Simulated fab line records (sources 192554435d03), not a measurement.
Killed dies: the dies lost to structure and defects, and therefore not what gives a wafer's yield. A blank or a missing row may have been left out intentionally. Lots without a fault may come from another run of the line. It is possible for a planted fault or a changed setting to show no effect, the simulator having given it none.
fab line records	flow n5Finfet
[record] lots = 6	wafers = 18	lastDay = 17
route steps=1938 shown BEOL_M4@1089
lots that met no fault: taken from a fault-free run of the same line
startH: the number of hours between the record's first day and the start of the first shown wafer of the lot	waitH: time in hours since the lot's previous step	" identical to the entry in the row above	L1.1+2: a row that stands for several wafers	- no value, or no start given	* or withheld: withheld	< > ~ a bound
route shown NAME@n: NAME is a module with steps in the file, n the number in the route of the first one	usual: average and standard deviation across the fault-free wafers	same: alike in all rows	chamber/n: place in a boat	sites: readings site by site	_std_site: the standard deviation of these	_edge_site: inner sites' mean taken away from outer sites' mean	radiusMm: how far each site lies from the wafer's centre	mask NAME#n: copy n	behind: tool/chamber where the wafer was last shaped	hold: reason for holding the lot/hours on hold/outcome of the hold	device: which transistor (n, p or np) failed to switch	end of line: tests of these same wafers at the route's end	step lacking rows: just its recipe	killed: count of dies lost to structure and defects at first sort (not the wafer's yield)	map: dies across one wafer; x = killed, . = not, _ = none there
set.NAME: the setting that was run; set.NAME@STEP: the one run at that earlier step	model.NAME: the simulator's own value behind a step, which no gauge read
lots seen at some steps along the route; tables by step, rows by wafer
services: the hour from which a tool's chamber was out of use, counted from the record's first day as startH (under 0 if before that day), plus the number of hours and why
[[steps]]
[step N5_BEOL_M4_ANNEAL_82]
[recipe] tempC = 400	timeS = 240	ambient = vacuum
[usual] heaterPowerW = 818/65
lot.wafer	tool	chamber	startH	waitH	heaterPowerW
L423.1	pvdSputter-01	-	175.93	0.0	830
L423.5	"	-	"	"	861
L423.6	"	-	"	"	753
L425.4	pvdSputter-03	-	190.37	0.0	826
L425.5	"	-	"	"	743
L425.6	"	-	"	"	712
L440.1	pvdSputter-02	-	279.47	0.0	797
L440.2	"	-	"	"	879
L440.5	"	-	"	"	869
L441.2	pvdSputter-02	-	284.39	0.0	903
L441.3	"	-	"	"	808
L441.6	"	-	"	"	904
L442.2	pvdSputter-02	-	287.94	0.0	875
L442.3	"	-	"	"	908
L442.5	"	-	"	"	908
L443.1	pvdSputter-02	-	292.98	0.0	798
L443.2	"	-	"	"	901
L443.4	"	-	"	"	885
[step N5_BEOL_M4_SPUTTER_86]
[recipe] material = Cu	targetThkA = 45	tempC = -20	chamberPressurePa = 0.07	powerW = withheld	timeS = 8.29
[usual] chuckGasFlowSccm = 1.27/0.057	throttleValvePct = 29.8/0.98
lot.wafer	tool	chamber	startH	waitH	chuckGasFlowSccm	throttleValvePct
L423.1	pvdSputter-01	-	176.07	0.1	1.28	28.1
L423.5	"	-	"	"	1.23	28.2
L423.6	"	-	"	"	1.22	29.9
L425.4	pvdSputter-03	-	190.51	0.1	1.34	31.6
L425.5	"	-	"	"	1.30	28.6
L425.6	"	-	"	"	1.30	29.3
L440.1	pvdSputter-02	-	279.61	0.1	1.26	29.5
L440.2	"	-	"	"	1.30	29.8
L440.5	"	-	"	"	1.25	31.2
L441.2	pvdSputter-02	-	284.53	0.1	1.23	30.4
L441.3	"	-	"	"	1.27	29.5
L441.6	"	-	"	"	1.25	31.4
L442.2	pvdSputter-02	-	288.08	0.1	1.28	29.5
L442.3	"	-	"	"	1.21	30.2
L442.5	"	-	"	"	1.23	30.5
L443.1	pvdSputter-02	-	293.12	0.1	1.24	29.4
L443.2	"	-	"	"	1.20	30.3
L443.4	"	-	"	"	1.26	31.3
[step N5_BEOL_M4_ANNEAL_87]
[recipe] tempC = 400	timeS = 240	ambient = vacuum
[step N5_BEOL_M4_SPUTTER_88]
[recipe] material = Cu	targetThkA = 45	tempC = -20	chamberPressurePa = 0.07	powerW = withheld	timeS = 8.29
[step N5_BEOL_M4_ANNEAL_89]
[recipe] tempC = 400	timeS = 240	ambient = vacuum
[usual] heaterPowerW = 817/65
lot.wafer	tool	chamber	startH	waitH	heaterPowerW
L423.1	pvdSputter-01	-	176.37	0.0	843
L423.5	"	-	"	"	858
L423.6	"	-	"	"	750
L425.4	pvdSputter-03	-	190.81	0.0	824
L425.5	"	-	"	"	765
L425.6	"	-	"	"	694
L440.1	pvdSputter-02	-	279.91	0.0	808
L440.2	"	-	"	"	855
L440.5	"	-	"	"	889
L441.2	pvdSputter-02	-	284.83	0.0	901
L441.3	"	-	"	"	797
L441.6	"	-	"	"	881
L442.2	pvdSputter-02	-	288.38	0.0	885
L442.3	"	-	"	"	881
L442.5	"	-	"	"	876
L443.1	pvdSputter-02	-	293.42	0.0	809
L443.2	"	-	"	"	868
L443.4	"	-	"	"	927
[step N5_BEOL_M4_SPUTTER_90]
[recipe] material = Cu	targetThkA = 45	tempC = -20	chamberPressurePa = 0.07	powerW = withheld	timeS = 8.29
[step N5_BEOL_M4_ANNEAL_91]
[recipe] tempC = 400	timeS = 240	ambient = vacuum
[step N5_BEOL_M4_SPUTTER_92]
[recipe] material = Cu	targetThkA = 45	tempC = -20	chamberPressurePa = 0.07	powerW = withheld	timeS = 8.29
[step N5_BEOL_M4_ANNEAL_93]
[recipe] tempC = 400	timeS = 240	ambient = vacuum
[usual] heaterPowerW = 817/66
lot.wafer	tool	chamber	startH	waitH	heaterPowerW
L423.1	pvdSputter-01	-	176.81	0.0	834
L423.5	"	-	"	"	855
L423.6	"	-	"	"	748
L425.4	pvdSputter-03	-	191.25	0.0	836
L425.5	"	-	"	"	749
L425.6	"	-	"	"	690
L440.1	pvdSputter-02	-	280.35	0.0	808
L440.2	"	-	"	"	902
L440.5	"	-	"	"	897
L441.2	pvdSputter-02	-	285.27	0.0	900
L441.3	"	-	"	"	778
L441.6	"	-	"	"	888
L442.2	pvdSputter-02	-	288.82	0.0	888
L442.3	"	-	"	"	906
L442.5	"	-	"	"	872
L443.1	pvdSputter-02	-	293.86	0.0	801
L443.2	"	-	"	"	887
L443.4	"	-	"	"	898
[step N5_BEOL_M4_SPUTTER_94]
[recipe] material = Cu	targetThkA = 45	tempC = -20	chamberPressurePa = 0.07	powerW = withheld	timeS = 8.29
[step N5_BEOL_M4_ANNEAL_95]
[recipe] tempC = 400	timeS = 240	ambient = vacuum
[usual] heaterPowerW = 817/66
lot.wafer	tool	chamber	startH	waitH	heaterPowerW
L423.1	pvdSputter-01	-	177.03	0.0	857
L423.5	"	-	"	"	848
L423.6	"	-	"	"	760
L425.4	pvdSputter-03	-	191.47	0.0	832
L425.5	"	-	"	"	744
L425.6	"	-	"	"	697
L440.1	pvdSputter-02	-	280.57	0.0	813
L440.2	"	-	"	"	894
L440.5	"	-	"	"	928
L441.2	pvdSputter-02	-	285.49	0.0	912
L441.3	"	-	"	"	798
L441.6	"	-	"	"	899
L442.2	pvdSputter-02	-	289.04	0.0	872
L442.3	"	-	"	"	920
L442.5	"	-	"	"	897
L443.1	pvdSputter-02	-	294.08	0.0	806
L443.2	"	-	"	"	892
L443.4	"	-	"	"	890
[step N5_BEOL_M4_SPUTTER_96]
[recipe] material = Cu	targetThkA = 45	tempC = -20	chamberPressurePa = 0.07	powerW = withheld	timeS = 8.29
[step N5_BEOL_M4_ECD_50]
[recipe] material = Cu	targetThkA = 3000
lot.wafer	tool	chamber	startH	waitH	model.Cu_of_BEOL_M4_ECD_50.thkNm
L423.1	ecdCu-02	0	177.28	0.1	303
L423.5	"	1	"	"	296.8
L423.6	"	0	"	"	296.2
L425.4	ecdCu-01	1	191.74	0.1	307.8
L425.5	"	0	"	"	296.4
L425.6	"	1	"	"	300.2
L440.1	ecdCu-02	1	280.83	0.1	294.4
L440.2	"	0	"	"	480.4
L440.5	"	1	"	"	480
L441.2	ecdCu-02	1	285.75	0.1	482.8
L441.3	"	0	"	"	297.2
L441.6	"	0	"	"	474.6
L442.2	ecdCu-01	0	289.30	0.1	299.2
L442.3	"	0	"	"	302.4
L442.5	"	0	"	"	296.4
L443.1	ecdCu-01	1	294.34	0.1	302.2
L443.2	"	0	"	"	300.6
L443.4	"	0	"	"	302
[step N5_BEOL_M4_ANNEAL_51]
[recipe] tempC = 225	timeS = 90	ambient = N2
[step N5_BEOL_M4_CMP_52]
[recipe] stopOn = SiOC	tOverpolishS = 6.8	downForcePsi = 1	platenRpm = 50	clearingPlatenDownForcePsi = 1.5	clearingPlatenRpm = 50	postCmpClean = cuAlkaline	targetThkNm = 40	clearingPlatenPadVelocityMS = 0.99484	padVelocityMS = 0.99484
[usual] clearingPlatenRpm = 49.996/0.028	headPressurePsi = 0.9997/0.0023	motorCurrentA = 6.5/0.73	padLifeWafers = 1059/590	timeToEndpointS = 64/3.2
lot.wafer	tool	chamber	startH	waitH	clearingPlatenRpm	headPressurePsi	motorCurrentA	padLifeWafers	timeToEndpointS
L423.1	cmp-03	1	177.79	0.4	50.000	0.9995	6.1	1593	62
L423.6	"	2	"	"	49.985	1.0020	5.5	-	64
L423.5	"	3	"	"	50.005	1.0017	7.7	-	65
L425.4	cmp-02	0	192.10	0.1	49.994	1.0037	6.5	1830	61
L425.5	"	0	"	"	49.974	1.0036	7.2	-	62
L425.6	"	1	"	"	49.997	1.0040	6.2	-	57
L440.2	cmp-03	1	281.20	0.2	49.972	1.0005	6.1	414	107
L440.1	"	0	"	"	49.925	0.9982	7.1	417	63
L440.5	"	2	"	"	49.988	0.9971	5.4	-	102
L441.2	cmp-02	3	286.17	0.3	49.987	0.9975	6.9	481	101
L441.3	"	1	"	"	49.958	1.0027	6.1	483	55
L441.6	"	3	"	"	49.975	0.9999	6.6	-	100
L442.2	cmp-04	0	289.69	0.2	49.954	0.9977	5.9	1572	65
L442.3	"	3	"	"	50.029	1.0006	5.9	1575	70
L442.5	"	0	"	"	49.959	1.0005	6.2	-	62
L443.2	cmp-04	0	294.75	0.2	49.986	0.9974	6.2	1621	65
L443.4	"	1	"	"	50.053	0.9989	7.6	1622	65
L443.1	"	2	"	"	49.968	0.9956	7.3	1623	66
[step N5_BEOL_M4_THK_MEAS_53]
[recipe] thkMeasGauge = xrf	reads = Cu_of_BEOL_M4_ECD_50
[usual] M4_THK = 39.9/1.7
lot.wafer	tool	chamber	startH	waitH	M4_THK[nm]
L423.1	filmMetro-01	-	177.97	-	42.4
L423.5	"	-	"	"	41.8
L423.6	"	-	"	"	41.4
L425.4	filmMetro-02	-	192.40	-	39.7
L425.5	"	-	"	"	39.8
L425.6	"	-	"	"	40.1
L440.1	filmMetro-02	-	281.50	-	42.2
L440.2	"	-	"	"	38.6
L440.5	"	-	"	"	39.9
L441.2	filmMetro-01	-	286.43	-	38.7
L441.3	"	-	"	"	35.9
L441.6	"	-	"	"	41.0
L442.2	filmMetro-02	-	289.99	-	40.5
L442.3	"	-	"	"	38.0
L442.5	"	-	"	"	38.8
L443.1	filmMetro-02	-	295.01	-	43.6
L443.2	"	-	"	"	37.4
L443.4	"	-	"	"	39.2
[step N5_BEOL_M4_RC_MEAS_101]
[usual] DIBL_N = 36.2/1.7	DIBL_P = 36.6/1.9	IOFF_N = 0.16/0.032	IOFF_P = 0.21/0.037	ION_N = 675/12	ION_P = 460/8.1	SS_N = 71.4/0.58	SS_P = 73.4/0.64	VT_N = 249/3.2	VT_P = -252/3.4
lot.wafer	tool	chamber	startH	waitH	DIBL_N[mV/V]	DIBL_P[mV/V]	IOFF_N[nA/um]	IOFF_P[nA/um]	ION_N[uA/um]	ION_P[uA/um]	SS_N[mV/dec]	SS_P[mV/dec]	VT_N[mV]	VT_P[mV]
L423.1	prober-01	0	178.28	0.0	37.4	37.4	0.17	0.24	686	473	71.9	73.6	250	-249
L423.5	"	0	"	"	37.5	38.0	0.19	0.25	680	467	71.8	73.3	250	-246
L423.6	"	0	"	"	39.0	38.8	0.21	0.27	681	465	72.2	74.1	247	-247
L425.4	prober-02	0	193.23	0.5	37.5	38.9	0.21	0.23	686	473	71.2	74.1	245	-252
L425.5	"	0	"	"	34.5	34.3	0.14	0.16	670	454	71.0	73.3	252	-255
L425.6	"	0	"	"	38.8	39.7	0.23	0.24	691	470	71.4	75.2	243	-250
L440.1	prober-02	0	281.81	0.0	34.2	35.7	0.14	0.19	680	469	70.7	72.7	251	-252
L440.2	"	0	"	"	36.8	38.5	0.19	0.23	689	464	71.6	73.8	245	-251
L440.5	"	0	"	"	35.9	37.6	0.17	0.22	686	471	71.0	73.1	247	-252
L441.2	prober-02	0	286.90	0.2	37.7	36.5	0.15	0.19	678	461	71.2	72.9	251	-253
L441.3	"	0	"	"	38.1	37.4	0.17	0.21	688	467	72.7	72.7	248	-253
L441.6	"	0	"	"	36.9	35.3	0.13	0.17	648	448	71.7	72.6	256	-257
L442.2	prober-02	0	290.45	0.2	38.6	38.3	0.21	0.28	682	470	72.1	73.4	246	-246
L442.3	"	0	"	"	38.1	36.6	0.21	0.25	698	473	71.9	73.4	241	-246
L442.5	"	0	"	"	37.7	36.8	0.20	0.25	684	468	71.8	73.3	245	-246
L443.1	prober-01	0	295.32	0.0	36.2	35.8	0.16	0.21	677	464	71.4	73.6	249	-250
L443.2	"	0	"	"	36.2	35.8	0.17	0.20	673	459	71.5	73.6	245	-253
L443.4	"	0	"	"	34.5	33.9	0.13	0.17	662	458	70.9	72.6	254	-251
[[services]]
tool	chamber	startH	hours	kind
pvdSputter-01	-	157.09	9.9	repair
cmp-04	-	198.53	0.2	repair
cmp-02	-	200.12	5.6	pm
cmp-03	-	200.63	2.1	repair
cmp-02	-	224.03	4.0	pm
cmp-03	-	224.29	4.0	pm
cmp-02	-	228.03	-	consumableReplace:conditioner
cmp-02	-	228.03	-	consumableReplace:pad
cmp-03	-	228.29	-	consumableReplace:conditioner
cmp-03	-	228.29	-	consumableReplace:pad
cmp-04	-	233.49	3.8	repair
cmp-02	-	235.30	2.8	repair
cmp-03	-	253.93	3.2	repair
ecdCu-01	-	277.97	0.3	repair
cmp-02	-	286.37	0.2	repair
ecdCu-02	-	293.24	7.7	pm
[[key]]
[firstSign] step = N5_BEOL_M4_CMP_52	reading = timeToEndpointS	direction = up	sigmas = 12	usual = *	struck = *
effect none on later readings
[modelEffect] step = N5_BEOL_M4_ECD_50	value = Cu_of_BEOL_M4_ECD_50.thkNm	without = 297.6	struck = 479.5
metAt N5_BEOL_M4_ECD_50
struckWafers L440.2,L440.5,L441.2,L441.6
onsetBetween 177.28 280.83
[fault] kind = processParameterDrift	tool = ecdCu-02	chamber = -	onsetH = 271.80	steps = N5_BEOL_M4_ECD_50	channel = targetThkA	offset = *	shape = step	endH = 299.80	scope = struckWafersOnly	actsIn = *	stated = *
